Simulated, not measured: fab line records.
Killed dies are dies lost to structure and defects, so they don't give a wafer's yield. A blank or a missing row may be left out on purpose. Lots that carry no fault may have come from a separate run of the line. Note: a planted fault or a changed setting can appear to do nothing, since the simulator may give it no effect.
Chamber matching | flow nand harc | NHARC_A_DECK1_JOINT_CMP_02 on cmp-01 has 4 sister chambers
The step polishes SiOx. 4 wafers are shown with their chamber, then 11 later ones without.

## WAFERS WITH THEIR CHAMBER
wafer  | chamber | motor current A (A)
L083.2 | 2       | 13.8
L083.3 | 0       | 13.5
L083.4 | 1       | 14.0
L083.1 | 3       | 12.4

## WAFERS MISSING THEIR CHAMBER
wafer  | motor current A (A)
L083.5 | 13.9
L083.6 | 13.5
L088.1 | 13.3
L088.4 | 13.2
L088.5 | 13.6
L092.1 | 12.7
L092.3 | 12.1
L092.6 | 12.9
L094.4 | 13.1
L094.5 | 13.5
L094.6 | 14.4

## CHAMBER TAKEN BY EACH
wafer  | from the rows above               | in truth
L083.5 | can't be placed: 1 or 2 or 0      | 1
L083.6 | can't be placed: 0 or 2 or 1      | 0
L088.1 | can't be placed: 0 or 2 or 1      | 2
L088.4 | can't be placed: 0 or 2 or 3 or 1 | 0
L088.5 | can't be placed: 0 or 2 or 1      | 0
L092.1 | can't be placed: 3 or 0           | 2
L092.3 | 3                                 | 3
L092.6 | can't be placed: 3 or 0 or 2      | 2
L094.4 | can't be placed: 0 or 3 or 2 or 1 | 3
L094.5 | can't be placed: 0 or 2 or 1      | 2
L094.6 | can't be placed: 1 or 2 or 0      | 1
Correctly placed: 1 of 11. Cannot be placed on the basis of these rows: 10; the candidates contain the true chamber in 9. 0 placed wrongly.
How it was worked out, from the rows above alone: a wafer's distance from a chamber is the root of the sum, over the readings, of the square of ((its reading less the chamber's mean) divided by the reading's scatter). The wafer belongs to the nearest chamber; if the next one is less than 2 further off, it can't be placed. Each chamber's mean is taken over the wafers shown for it. The scatter: root of mean squared gap, hidden wafer to nearest shown wafer, with one shown wafer a chamber.
